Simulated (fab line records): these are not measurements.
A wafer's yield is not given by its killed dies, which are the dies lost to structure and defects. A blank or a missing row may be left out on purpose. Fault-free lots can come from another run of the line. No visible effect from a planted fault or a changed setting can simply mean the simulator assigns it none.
fab line records ; flow nandHarc
record lots=12; wafers=36; lastDay=25
route steps=1159 shown P_STI@100 P_GATE@143 P_CONTACT@244
lots that met no fault: taken from a fault-free run of the same line
startH: hours from the record's first day to the start of the lot's first wafer shown ; waitH: hours since the lot's step before ; " as in the row above ; L1.1+2: a row that stands for several wafers ; - no value present, or no start provided ; * or withheld: withheld ; < > ~ a bound
route shown NAME@n: NAME is a module with steps in the file, n the number in the route of the first one ; usual: the fault-free wafers' mean and standard deviation ; same: alike in all rows ; chamber/n: place in a boat ; sites: each site's reading ; _std_site: how widely they spread, as a standard deviation ; _edge_site: the outer-site mean with the inner-site mean subtracted ; radiusMm: for every site, how far away it sits from the centre of the wafer ; mask NAME#n: copy n ; behind: tool/chamber where the wafer was last shaped ; hold: why the lot was held/for how many hours/how that ended ; device: which transistor (n, p or np) failed to switch ; end of line: at the end of the route, the tests of the same wafers ; a step without rows: its recipe alone ; killed: count of dies lost to structure and defects at first sort (not the wafer's yield) ; map: dies across one wafer; x = killed, . = not, _ = none there
set.NAME: setting as actually run; set.NAME@STEP: the setting as run at that earlier step ; model.NAME: the simulator's own value behind a step, which no gauge read
route steps across a sampled set of lots; one table per step, one row per wafer
services: a tool's chamber out of use, with start hour (startH, from the record's first day; less than 0 if before it), hours out, and reason
## steps
# step NHARC_P_STI_CMP_21
# recipe tOverpolishS=20; targetThkNm=380.67
# usual motorCurrentA=12.2/0.98; overpolishRunS=20.001/0.01
lot.wafer;tool;chamber;startH;waitH;motorCurrentA;overpolishRunS
L203.3;cmp-01;3;60.05;0.4;13.7;19.992
L203.6;cmp-01;2;60.05;0.4;11.3;19.993
L203.5;cmp-01;3;60.05;0.4;14.2;20.021
L202.4;cmp-02;1;60.08;0.4;12.8;20.023
L202.3;cmp-02;3;60.08;0.4;11.5;19.987
L202.6;cmp-02;1;60.08;0.4;12.8;19.990
L204.2;cmp-02;0;73.07;0.4;11.4;19.986
L204.1;cmp-02;1;73.07;0.4;12.2;19.992
L204.5;cmp-02;0;73.07;0.4;10.7;19.999
L205.2;cmp-03;2;73.07;0.4;12.3;20.008
L205.3;cmp-03;0;73.07;0.4;14.5;19.995
L205.4;cmp-03;1;73.07;0.4;11.8;20.003
L207.1;cmp-03;3;82.67;0.4;13.1;20.018
L207.6;cmp-03;0;82.67;0.4;14.3;20.016
L207.5;cmp-03;1;82.67;0.4;12.2;19.987
L209.3;cmp-02;3;100.49;0.4;11.9;19.978
L209.1;cmp-02;0;100.49;0.4;11.8;20.007
L209.6;cmp-02;3;100.49;0.4;11.7;19.987
L211.4;cmp-02;3;109.33;0.4;11.7;20.006
L211.2;cmp-02;1;109.33;0.4;12.1;19.996
L211.6;cmp-02;2;109.33;0.4;12.4;20.000
L212.4;cmp-01;0;115.54;0.4;12.8;19.991
L212.1;cmp-01;1;115.54;0.4;11.7;19.999
L212.5;cmp-01;3;115.54;0.4;13.5;19.981
L218.1;cmp-03;3;151.57;0.4;12.9;20.010
L218.2;cmp-03;0;151.57;0.4;14.3;20.013
L218.6;cmp-03;2;151.57;0.4;12.4;20.011
L220.4;cmp-03;2;164.05;0.4;12.8;19.988
L220.6;cmp-03;1;164.05;0.4;11.7;19.997
L220.5;cmp-03;2;164.05;0.4;12.3;19.990
L223.2;cmp-01;3;186.45;0.4;14.3;20.007
L223.4;cmp-01;0;186.45;0.4;11.8;20.001
L223.6;cmp-01;0;186.45;0.4;11.6;19.995
L225.2;cmp-01;2;194.17;0.4;10.8;19.998
L225.3;cmp-01;3;194.17;0.4;13.7;20.018
L225.6;cmp-01;2;194.17;0.4;11.5;19.991
# step NHARC_P_STI_INSPECT_25
# usual rawDefectCount=261/110
lot.wafer;tool;chamber;startH;waitH;hold;rawDefectCount
L203.3;defectInspect-02;-;68.49;0.4;-;538
L203.5;defectInspect-02;-;68.49;0.4;-;367
L203.6;defectInspect-02;-;68.49;0.4;-;276
L202.3;defectInspect-01;-;68.50;0.4;-;507
L202.4;defectInspect-01;-;68.50;0.4;-;231
L202.6;defectInspect-01;-;68.50;0.4;-;320
L204.1;defectInspect-02;-;81.84;0.4;-;169
L204.2;defectInspect-02;-;81.84;0.4;-;173
L204.5;defectInspect-02;-;81.84;0.4;-;286
L205.2;defectInspect-01;-;81.84;0.4;-;310
L205.3;defectInspect-01;-;81.84;0.4;-;236
L205.4;defectInspect-01;-;81.84;0.4;-;265
L207.1;defectInspect-01;-;91.92;0.4;-;369
L207.5;defectInspect-01;-;91.92;0.4;-;338
L207.6;defectInspect-01;-;91.92;0.4;-;227
L209.1;defectInspect-02;-;110.84;0.4;-;344
L209.3;defectInspect-02;-;110.84;0.4;-;200
L209.6;defectInspect-02;-;110.84;0.4;-;277
L211.2;defectInspect-02;-;119.19;0.4;-;128
L211.4;defectInspect-02;-;119.19;0.4;-;297
L211.6;defectInspect-02;-;119.19;0.4;-;132
L212.1;defectInspect-02;-;124.03;0.4;-;270
L212.4;defectInspect-02;-;124.03;0.4;-;423
L212.5;defectInspect-02;-;124.03;0.4;-;252
L218.1;defectInspect-02;-;159.97;0.4;awaitDispo/0.2h/release;785
L218.2;defectInspect-02;-;159.97;0.4;awaitDispo/0.2h/release;672
L218.6;defectInspect-02;-;159.97;0.4;awaitDispo/0.2h/release;741
L218.1;defectInspect-02;-;160.14;0.2;-;786
L218.2;defectInspect-02;-;160.14;0.2;-;657
L218.6;defectInspect-02;-;160.14;0.2;-;754
L220.4;defectInspect-02;-;175.48;0.4;awaitDispo/0.2h/release;671
L220.5;defectInspect-02;-;175.48;0.4;awaitDispo/0.2h/release;721
L220.6;defectInspect-02;-;175.48;0.4;awaitDispo/0.2h/release;1011
L220.4;defectInspect-02;-;175.65;0.2;-;670
L220.5;defectInspect-02;-;175.65;0.2;-;703
L220.6;defectInspect-02;-;175.65;0.2;-;996
L223.2;defectInspect-02;-;194.83;0.4;-;311
L223.4;defectInspect-02;-;194.83;0.4;-;282
L223.6;defectInspect-02;-;194.83;0.4;-;275
L225.2;defectInspect-02;-;203.95;0.4;-;382
L225.3;defectInspect-02;-;203.95;0.4;-;193
L225.6;defectInspect-02;-;203.95;0.4;-;276
# step NHARC_P_GATE_INSPECT_28
# usual rawDefectCount=7/3.1
lot.wafer;tool;chamber;startH;waitH;hold;rawDefectCount
L203.3;defectInspect-02;-;92.23;0.0;-;9
L203.5;defectInspect-02;-;92.23;0.0;-;7
L203.6;defectInspect-02;-;92.23;0.0;-;8
L202.3;defectInspect-01;-;92.41;0.0;-;5
L202.4;defectInspect-01;-;92.41;0.0;-;8
L202.6;defectInspect-01;-;92.41;0.0;-;4
L204.1;defectInspect-01;-;103.77;0.0;-;6
L204.2;defectInspect-01;-;103.77;0.0;-;7
L204.5;defectInspect-01;-;103.77;0.0;-;16
L205.2;defectInspect-01;-;104.61;0.0;-;10
L205.3;defectInspect-01;-;104.61;0.0;-;6
L205.4;defectInspect-01;-;104.61;0.0;-;4
L207.1;defectInspect-02;-;113.86;0.0;-;7
L207.5;defectInspect-02;-;113.86;0.0;-;12
L207.6;defectInspect-02;-;113.86;0.0;-;2
L209.1;defectInspect-01;-;137.76;0.0;-;4
L209.3;defectInspect-01;-;137.76;0.0;-;5
L209.6;defectInspect-01;-;137.76;0.0;-;13
L211.2;defectInspect-01;-;143.24;0.0;-;10
L211.4;defectInspect-01;-;143.24;0.0;-;8
L211.6;defectInspect-01;-;143.24;0.0;-;3
L212.1;defectInspect-01;-;147.50;0.0;-;6
L212.4;defectInspect-01;-;147.50;0.0;-;8
L212.5;defectInspect-01;-;147.50;0.0;-;9
L218.1;defectInspect-01;-;183.88;0.0;awaitDispo/0.2h/release;450
L218.2;defectInspect-01;-;183.88;0.0;awaitDispo/0.2h/release;454
L218.6;defectInspect-01;-;183.88;0.0;awaitDispo/0.2h/release;436
L218.1;defectInspect-01;-;184.05;0.2;-;450
L218.2;defectInspect-01;-;184.05;0.2;-;461
L218.6;defectInspect-01;-;184.05;0.2;-;439
L220.4;defectInspect-01;-;200.37;0.0;awaitDispo/0.2h/release;509
L220.5;defectInspect-01;-;200.37;0.0;awaitDispo/0.2h/release;453
L220.6;defectInspect-01;-;200.37;0.0;awaitDispo/0.2h/release;432
L220.4;defectInspect-01;-;200.54;0.2;-;498
L220.5;defectInspect-01;-;200.54;0.2;-;457
L220.6;defectInspect-01;-;200.54;0.2;-;434
L223.2;defectInspect-01;-;216.31;0.0;-;8
L223.4;defectInspect-01;-;216.31;0.0;-;9
L223.6;defectInspect-01;-;216.31;0.0;-;11
L225.2;defectInspect-01;-;229.74;0.0;-;9
L225.3;defectInspect-01;-;229.74;0.0;-;9
L225.6;defectInspect-01;-;229.74;0.0;-;6
# step NHARC_P_GATE_ETCH_32
# recipe targetDepthA=1500; overEtchFrac=1; overEtchIonEnergyEv=40; timeS=100.1; hbrFlowSccm=150; cl2FlowSccm=50; rfW=400; icpW=400; biasW=100; chemistry=HBr/Cl2
# usual chamberPressureMTorr=15.000/0.013; drypumpMotorCurrentA=5.5/0.62; oesProductAu=0.994/0.014; throttleValvePct=26.406/0.009
lot.wafer;tool;chamber;startH;waitH;chamberPressureMTorr;drypumpMotorCurrentA;oesProductAu;rfHoursCounterH;throttleValvePct
L203.3;rieSi-05;2;93.04;-;15.001;5.4;0.995;0.1;26.411
L203.5;rieSi-05;2;93.04;-;15.001;5.4;1.002;-;26.413
L203.6;rieSi-05;3;93.04;-;14.988;4.9;0.980;-;26.399
L202.3;rieSi-02;3;93.20;-;14.996;6.5;0.975;0.4;26.412
L202.4;rieSi-02;0;93.20;-;14.986;5.6;0.984;0.4;26.400
L202.6;rieSi-02;2;93.20;-;14.994;5.0;0.992;-;26.423
L204.2;rieSi-05;1;104.32;-;14.975;5.6;1.017;0.2;26.413
L204.1;rieSi-05;2;104.32;-;15.003;5.4;1.000;0.3;26.406
L204.5;rieSi-05;3;104.32;-;15.013;4.9;0.971;-;26.405
L205.3;rieSi-01;1;105.76;-;15.021;5.1;0.993;1.5;26.403
L205.4;rieSi-01;2;105.76;-;15.028;6.4;0.994;1.3;26.412
L205.2;rieSi-01;3;105.76;-;14.987;5.2;0.976;1.3;26.408
L207.1;rieSi-01;1;114.41;-;15.001;5.1;0.991;1.5;26.401
L207.6;rieSi-01;1;114.41;-;15.006;5.1;0.992;-;26.397
L207.5;rieSi-01;2;114.41;-;14.994;6.4;0.990;-;26.401
L209.1;rieSi-01;3;138.51;-;15.025;5.2;1.009;0.0;26.417
L209.3;rieSi-01;0;138.51;-;15.010;5.0;0.984;0.0;26.388
L209.6;rieSi-01;2;138.51;-;15.014;6.4;0.995;-;26.417
L211.2;rieSi-05;2;143.87;-;14.997;5.4;0.979;0.7;26.400
L211.4;rieSi-05;0;143.87;-;15.009;6.5;1.002;0.6;26.423
L211.6;rieSi-05;2;143.87;-;14.992;5.4;0.984;-;26.437
L212.1;rieSi-05;3;148.04;-;15.014;4.9;0.980;0.8;26.408
L212.4;rieSi-05;1;148.04;-;14.990;5.6;1.020;0.6;26.408
L212.5;rieSi-05;2;148.04;-;14.999;5.4;0.995;-;26.384
L223.2;rieSi-05;1;216.86;-;14.994;5.6;1.023;1.2;26.420
L223.4;rieSi-05;3;216.86;-;14.996;4.9;0.977;1.5;26.405
L223.6;rieSi-05;1;216.86;-;15.002;5.6;1.019;-;26.406
L225.3;rieSi-01;1;230.26;-;14.993;5.1;0.989;0.8;26.402
L225.2;rieSi-01;0;230.26;-;15.027;5.0;1.003;0.9;26.410
L225.6;rieSi-01;2;230.26;-;14.996;6.4;0.991;-;26.407
# step NHARC_P_CONTACT_DEGAS_38
# recipe tempC=300; timeS=60
# usual heaterPowerW=461/55
lot.wafer;tool;chamber;startH;waitH;heaterPowerW
L203.3;pvdSputter-01;-;115.25;-;552
L203.6;pvdSputter-01;-;115.25;-;558
L203.5;pvdSputter-01;-;115.25;-;495
L202.3;pvdSputter-02;-;116.16;-;390
L202.4;pvdSputter-02;-;116.16;-;496
L202.6;pvdSputter-02;-;116.16;-;428
L204.1;pvdSputter-03;-;126.03;-;557
L204.2;pvdSputter-03;-;126.03;-;422
L204.5;pvdSputter-03;-;126.03;-;496
L205.3;pvdSputter-03;-;127.02;-;428
L205.2;pvdSputter-03;-;127.02;-;558
L205.4;pvdSputter-03;-;127.02;-;448
L207.1;pvdSputter-03;-;135.93;-;433
L207.5;pvdSputter-03;-;135.93;-;424
L207.6;pvdSputter-03;-;135.93;-;489
L209.3;pvdSputter-02;-;160.78;-;420
L209.1;pvdSputter-02;-;160.78;-;447
L209.6;pvdSputter-02;-;160.78;-;431
L211.2;pvdSputter-02;-;166.36;-;421
L211.4;pvdSputter-02;-;166.36;-;515
L211.6;pvdSputter-02;-;166.36;-;390
L212.1;pvdSputter-02;-;171.01;-;420
L212.4;pvdSputter-02;-;171.01;-;509
L212.5;pvdSputter-02;-;171.01;-;388
L223.4;pvdSputter-02;-;238.49;-;376
L223.2;pvdSputter-02;-;238.49;-;456
L223.6;pvdSputter-02;-;238.49;-;420
L225.2;pvdSputter-02;-;253.07;-;505
L225.3;pvdSputter-02;-;253.07;-;365
L225.6;pvdSputter-02;-;253.07;-;458
# step NHARC_P_CONTACT_CMP_24
# recipe tOverpolishS=30; targetThkNm=200
# usual motorCurrentA=12.0/1.4; overpolishRunS=30.001/0.009; timeToEndpointS=40/3.8
lot.wafer;tool;chamber;startH;waitH;motorCurrentA;overpolishRunS;timeToEndpointS
L203.3;cmp-01;2;120.16;0.5;11.1;30.016;45
L203.5;cmp-01;3;120.16;0.5;13.2;30.012;37
L203.6;cmp-01;0;120.16;0.5;11.8;30.003;46
L202.4;cmp-04;2;126.32;0.3;9.1;30.000;35
L202.3;cmp-04;3;126.32;0.3;13.2;30.007;35
L202.6;cmp-04;1;126.32;0.3;13.9;29.987;43
L204.1;cmp-04;1;131.53;0.6;13.7;30.012;42
L204.2;cmp-04;0;131.53;0.6;11.9;29.986;35
L204.5;cmp-04;2;131.53;0.6;9.6;30.001;34
L205.2;cmp-04;2;131.68;0.7;9.2;29.995;35
L205.3;cmp-04;3;131.68;0.7;12.4;29.984;35
L205.4;cmp-04;0;131.68;0.7;11.9;30.008;38
L207.1;cmp-02;1;138.33;1.1;11.7;30.009;45
L207.6;cmp-02;0;138.33;1.1;11.4;29.998;42
L207.5;cmp-02;1;138.33;1.1;12.1;29.990;46
L209.1;cmp-04;3;166.37;0.6;12.6;29.992;37
L209.3;cmp-04;0;166.37;0.6;11.7;29.994;39
L209.6;cmp-04;2;166.37;0.6;9.4;30.009;34
L211.4;cmp-02;3;167.80;0.4;12.0;29.998;40
L211.2;cmp-02;1;167.80;0.4;12.2;30.003;44
L211.6;cmp-02;0;167.80;0.4;11.3;30.000;42
L212.4;cmp-01;0;172.96;0.3;11.1;29.995;40
L212.1;cmp-01;1;172.96;0.3;11.4;29.987;45
L212.5;cmp-01;3;172.96;0.3;14.0;29.997;38
L223.4;cmp-04;1;239.60;0.3;13.8;30.005;40
L223.2;cmp-04;3;239.60;0.3;13.2;30.015;33
L223.6;cmp-04;1;239.60;0.3;14.5;29.999;42
L225.2;cmp-04;1;257.06;0.6;13.7;29.991;43
L225.3;cmp-04;2;257.06;0.6;9.3;30.005;37
L225.6;cmp-04;1;257.06;0.6;12.7;29.997;43
## services
tool;chamber;startH;hours;kind
pvdSputter-02;-;36.14;10.0;pm
cmp-02;-;41.76;0.7;repair
cmp-03;-;58.00;4.0;pm
rieSi-05;-;62.00;9.0;pm
cmp-02;-;75.67;1.7;repair
rieSi-05;1;80.66;9.5;repair
cmp-01;-;81.50;4.0;pm
cmp-04;-;105.21;4.0;pm
cmp-04;-;117.32;1.1;repair
cmp-04;-;119.38;1.1;repair
cmp-01;-;123.70;1.2;repair
cmp-02;-;128.50;4.0;pm
cmp-01;-;130.36;1.7;repair
cmp-01;-;179.50;4.0;pm
cmp-01;-;184.47;0.3;repair
cmp-01;-;192.30;1.0;repair
cmp-01;-;195.39;2.5;repair
cmp-04;-;203.31;4.0;pm
cmp-02;-;213.14;1.0;repair
pvdSputter-02;-;214.14;10.0;pm
cmp-01;-;222.27;6.9;repair
cmp-02;-;226.50;4.0;pm
rieSi-05;-;229.51;0.4;repair
rieSi-05;-;239.00;9.0;pm
## key
firstSign step=NHARC_P_STI_INSPECT_25; reading=visit; direction=added
effect step=NHARC_P_STI_INSPECT_25; reading=rawDefectCount; direction=up; sigmas=4.6; usual=261; struck=767
effect step=NHARC_P_GATE_INSPECT_28; reading=rawDefectCount; direction=up; sigmas=99+; usual=7; struck=456
metAt NHARC_P_STI_CMP_21
struckLots L218,L220
scrappedBehind NHARC_P_GATE_INSPECT_28 L218.1,L218.2,L218.6,L220.4,L220.5,L220.6
notActingAt NHARC_P_GATE_ETCH_32,NHARC_P_CONTACT_DEGAS_38,NHARC_P_CONTACT_CMP_24
onsetBetween 82.67 151.57
fault kind=chamberParticleSource; tool=cmp-03; chamber=-; onsetH=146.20; steps=NHARC_P_STI_CMP_21; ratePerVisitCm2=0.69064; endH=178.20
